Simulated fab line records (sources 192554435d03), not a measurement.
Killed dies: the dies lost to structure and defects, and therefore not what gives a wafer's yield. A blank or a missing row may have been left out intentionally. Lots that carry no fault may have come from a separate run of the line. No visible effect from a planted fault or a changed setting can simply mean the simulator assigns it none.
Split-lot trial -- flow n5 finfet -- route with 1938 steps; 7 lots, 21 wafers read

== SPLIT DETAILS ==
At N5_BEOL_M8_TRENCH_ETCH_37 (etches SiCOH lowk in C4F6/O2, target depth 93.478 nm, time 31.2 s), the setting source w was moved away from the recipe's 345 W on 7 of the 21 wafers read, by -17.3% to +15.7%. This setting was run at the recipe's value on the other wafers.

== FROM THE SPLIT TO THE READING: what the file shows between them, 11 steps ==
- N5_BEOL_M8_ETCH_41: etches SiCN in CH3F/O2, target depth 31.9 nm, time 57.8 s
- N5_BEOL_M8_STRIP_80: strips in N2/H2, time 10 s
- N5_BEOL_M8_OCD_MEAS_38
- N5_BEOL_M8_HM_STRIP_39: strips TiN in peroxide tin strip, target depth 25 nm, time 158 s
- N5_BEOL_M8_SRD_40: time 30 s
- N5_BEOL_M8_ECD_50: material Cu, target thk 300 nm
- N5_BEOL_M8_ANNEAL_51: time 90 s
- N5_BEOL_M8_CMP_52: polishes, stops on SiCOH lowk, t overpolish 6.9 s, target thk 80 nm
- N5_BEOL_M8_THK_MEAS_53: measures by xrf
- N5_BEOL_M8_PRE_CLEAN_55: time 15 s
- N5_BEOL_M8_DEP_56: deposits SiCN from 3MS/NH3, target thk 10 nm, time 17.5 s

== THE READING ==
M8_RS in ohm/sq, measured at N5_BEOL_M8_RS_MEAS_57 by four-point-probe. A value of 0.286 ohm/sq with a standard deviation of 0.0077 ohm/sq is what fault-free wafers of this fab line usually give.

wafer,"tool, chamber at the split","source w as run, W",against the recipe,"M8_RS, ohm/sq",against lot-mates on the recipe
L074.1,"rie diel-03, 3",345,recipe,0.272,-
L074.2,"rie diel-03, 0",345,recipe,0.286,-
L074.5,"rie diel-03, 0",345,recipe,0.286,-
L082.2,"rie diel-04, 1",345,recipe,0.270,-
L082.5,"rie diel-04, 3",391.8,+13.6%,0.257,-0.015
L082.6,"rie diel-04, 1",345,recipe,0.273,-
L086.1,"rie diel-06, 0",285.4,-17.3%,0.327,+0.041
L086.4,"rie diel-06, 0",345,recipe,0.287,-
L086.5,"rie diel-06, 1",345,recipe,0.286,-
L084.4,"rie diel-03, 1",288.8,-16.3%,0.321,+0.042
L084.5,"rie diel-03, 3",345,recipe,0.271,-
L084.6,"rie diel-03, 0",345,recipe,0.288,-
L091.1,"rie diel-04, 2",399.1,+15.7%,0.253,-0.032
L091.4,"rie diel-04, 1",345,recipe,0.285,-
L091.5,"rie diel-04, 2",399.1,+15.7%,0.264,-0.021
L092.3,"rie diel-06, 1",345,recipe,0.288,-
L092.5,"rie diel-06, 0",319.5,-7.4%,0.297,+0.010
L092.6,"rie diel-06, 1",345,recipe,0.286,-
L093.3,"rie diel-06, 3",394.6,+14.4%,0.271,-0.021
L093.4,"rie diel-06, 0",345,recipe,0.288,-
L093.6,"rie diel-06, 3",345,recipe,0.296,-

THE FIT
A straight line over all 21 wafers: M8_RS changes by -0.00187 ohm/sq for each +1% of source w; r = -0.90; the points scatter about the line by 0.0082 ohm/sq.
The same after taking each lot's own level away (the mean of its wafers on the recipe; 21 wafers): -0.00187 ohm/sq for each +1%; r = -0.94; scatter 0.006 ohm/sq.
That fit puts the effect of the largest move of source w on the reading at 0.032 ohm/sq.
From 0.2715 to 0.2920 ohm/sq: that is the span of the lots' own levels, equal to 2.7 times the standard deviation above.
Hence the lot-to-lot level has little effect on the slope; both slopes agree.
Check: +0.0318 ohm/sq against its lot-mates is what the line predicts for one of the wafers moved furthest among these (-17.3%) when that wafer is left out of the fit. It came out at +0.0405 ohm/sq against them.
Tool readings at the split's step, against how far the setting was moved: rf vpp V r = -0.95.

== FURTHER SPLITS ON THESE WAFERS ==
Other splits were also applied to these wafers ahead of the reading. Each is held against what the fit with the lots' levels taken away leaves over:
other split on the same wafers,wafers away from the commonest value,r with M8_RS (lot level and that fit taken away)
N5_BEOL_M7_PECVD_70 temp c,6,+0.24

== THE WHOLE CHAIN: every reading that the file lists as answering this split, in the file's order ==
step,what it does,reading,change (the file's fit),r (the file's)
N5_BEOL_M8_TRENCH_ETCH_37,"etches SiCOH lowk in C4F6/O2, target depth 93.478 nm, time 31.2 s",rf vpp V,-3.19 V for each +1% of the setting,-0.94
N5_BEOL_M8_TRENCH_ETCH_37,"etches SiCOH lowk in C4F6/O2, target depth 93.478 nm, time 31.2 s","etch.depth nm (the simulator's own value, which no gauge read)",+0.416 nm for each +1% of the setting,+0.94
N5_BEOL_M8_TRENCH_ETCH_37,"etches SiCOH lowk in C4F6/O2, target depth 93.478 nm, time 31.2 s","BEOL_M8.feature depth nm (the simulator's own value, which no gauge read)",+0.414 nm for each +1% of the setting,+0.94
N5_BEOL_M8_OCD_MEAS_38,,trench depth nm,+0.408 nm for each +1% of the setting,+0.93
N5_BEOL_M8_CMP_52,"polishes, stops on SiCOH lowk, t overpolish 6.9 s, target thk 80 nm","Cu_of_BEOL_M8_ECD_50.thk nm (the simulator's own value, which no gauge read)",+0.438 nm for each +1% of the setting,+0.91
N5_BEOL_M8_THK_MEAS_53,measures by xrf,M8_THK,+0.439 for each +1% of the setting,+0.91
N5_BEOL_M8_RS_MEAS_57,measures by four-point-probe,M8_RS,-0.00188 for each +1% of the setting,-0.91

== FILE'S OWN FIT ==
M8_RS changes by -0.00188 ohm/sq for each +1% of source w, r = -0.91.
